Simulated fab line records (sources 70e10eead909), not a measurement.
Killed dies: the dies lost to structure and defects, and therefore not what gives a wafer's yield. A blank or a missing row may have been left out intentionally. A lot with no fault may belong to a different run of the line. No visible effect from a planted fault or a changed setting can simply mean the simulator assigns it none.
A struck lot beside a sound one -- flow nand harc -- 14 steps out of a route of 1159
Sound: these wafers, L400.1, L400.4, L400.6. Struck: wafers L408.2, L408.5 (left out: L408.1, a lot-mate that was not struck); the cause follows at the end.
Each step with rows lists, per side, the tool, then ch with its chambers, then its first start. Under that, the readings that differ: sound wafers -- struck wafers -- difference of the means -- sigmas: that difference in standard deviations of wafers without a fault.
alike: words and numbers the same on both sides, and readings whose means are apart by under 2 such deviations; not compared: readings that were withheld, readings missing a value for some wafer, numbers with overlapping values and no deviation given by the record, and bounds like >300 which may hide the same value.
A row with sigmas, a row that says differs or no value, or rows on one side alone: a step with any of these is where the two part. When numbers do not overlap yet have no deviation, they are printed without sigmas and do not part them. A reading that every wafer of one side lacks parts them only if that side has two wafers or more.

first, 7 steps without rows for these wafers: NHARC_A_BONDPAD_COAT_33 (time 65 s); NHARC_A_BONDPAD_COAT_03 (resist thk 600 nm); NHARC_A_BONDPAD_SOFTBAKE_04 (time 70 s); NHARC_A_BONDPAD_EBR_05; NHARC_A_BONDPAD_EXPOSE_06 (exposes mask A BPAD); NHARC_A_BONDPAD_PEB_07 (peb time 80 s); NHARC_A_BONDPAD_DEVELOP_08 (time 50 s).
NHARC_A_BONDPAD_CD_MEAS_09: the cd target is 500 nm.
  sound on cd sem-01 ch 0, day 18 06:18; struck on cd sem-03 ch 0, day 21 02:45
  alike: cd nm
NHARC_A_BONDPAD_OVL_MEAS_35:
  sound on overlay-01 at day 18 06:23; struck on overlay-01 at day 21 02:50
  alike: overlay x nm, overlay y nm
then, 1 step without rows for these wafers: NHARC_A_BONDPAD_HARDBAKE_10 (time 65 s).
NHARC_A_BONDPAD_DESCUM_11: chemistry O2, time 3 s.
  sound on rie diel-10 ch 0,1,3, day 18 06:31; struck on rie diel-06 ch 1,2, day 21 02:58
  alike: drypump motor current A, o2 flow sccm, oes product au, rf vpp V, showerhead plenum p Torr, throttle valve pct
  not compared: rf hours counter h
NHARC_A_BONDPAD_ETCH_34: etches the open film in N2/H2, target depth 60 nm, overetch 18 nm, time 65.91 s.
  sound on rie diel-10 ch 1,2,3, day 18 06:36; struck on rie diel-06 ch 3, day 21 03:02
  alike: drypump motor current A, oes product au, rf fwd power W, rf vpp V, showerhead plenum p Torr, throttle valve pct
  not compared: rf hours counter h
NHARC_A_BONDPAD_ETCH_12: etches the open film in CHF3/O2, target depth 220 nm, time 110 s.
  sound on rie diel-10 ch 0,2,3, day 18 06:46; struck on rie diel-06 ch 0, day 21 03:08
  alike: drypump motor current A, o2 flow sccm, oes product au, rf fwd power W, rf vpp V, showerhead plenum p Torr, throttle valve pct
  not compared: rf hours counter h
NHARC_A_BONDPAD_CD_MEAS_13:
  sound on cd sem-01 at day 18 06:55; struck on cd sem-03 at day 21 03:16
  alike: cd nm

== WHERE THEY PART ==
Nowhere in this record.

WHY: what the simulator had put in
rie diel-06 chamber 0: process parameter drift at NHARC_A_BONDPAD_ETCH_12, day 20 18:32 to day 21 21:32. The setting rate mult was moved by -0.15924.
